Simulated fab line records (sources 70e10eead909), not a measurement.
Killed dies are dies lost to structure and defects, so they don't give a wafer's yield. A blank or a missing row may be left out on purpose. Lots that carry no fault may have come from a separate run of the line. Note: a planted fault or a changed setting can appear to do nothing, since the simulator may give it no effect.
Chamber matching + flow nand_harc + NHARC_P_GATE_DESCUM_93 on rie_diel-04 has 4 sister chambers
The step chemistry O2, time 3 s. 4 wafers are shown with their chamber, then 12 later ones without.

WAFERS PAIRED WITH THEIR CHAMBERS
| wafer  | chamber | drypump_motor_current_A (A) |
|--------|---------|-----------------------------|
| L086.6 | 0       | 5.9                         |
| L090.1 | 3       | 4.9                         |
| L090.2 | 2       | 6.2                         |
| L090.4 | 1       | 5.2                         |

WAFERS WITHOUT THEIR CHAMBER
| wafer  | drypump_motor_current_A (A) |
|--------|-----------------------------|
| L092.1 | 5.9                         |
| L092.3 | 4.9                         |
| L092.6 | 5.2                         |
| L093.4 | 5.2                         |
| L093.5 | 6.0                         |
| L093.6 | 5.2                         |
| L095.1 | 5.9                         |
| L095.3 | 4.9                         |
| L095.4 | 6.2                         |
| L096.1 | 4.9                         |
| L096.3 | 5.9                         |
| L096.5 | 6.2                         |

EACH ONE'S CHAMBER
| wafer  | from the rows above | in truth |
|--------|---------------------|----------|
| L092.1 | 0                   | 0        |
| L092.3 | 3                   | 3        |
| L092.6 | 1                   | 1        |
| L093.4 | 1                   | 1        |
| L093.5 | 0                   | 0        |
| L093.6 | 1                   | 1        |
| L095.1 | 0                   | 0        |
| L095.3 | 3                   | 3        |
| L095.4 | 2                   | 2        |
| L096.1 | 3                   | 3        |
| L096.3 | 0                   | 0        |
| L096.5 | 2                   | 2        |
Correctly placed: 12 of 12. Left unplaced by these rows: 0. Number placed wrongly: 0.
How it was worked out, from the rows above alone: a wafer's distance from a chamber is the root of the sum, over the readings, of the square of ((its reading less the chamber's mean) divided by the reading's scatter). If the next closest chamber is less than 2 further off than the closest, the wafer can't be placed; otherwise it belongs to the closest. Each chamber's mean is taken over the wafers shown for it. The scatter (one wafer shown for each chamber): square how far every hidden wafer sits from the nearest shown wafer, average those squares and take the square root.
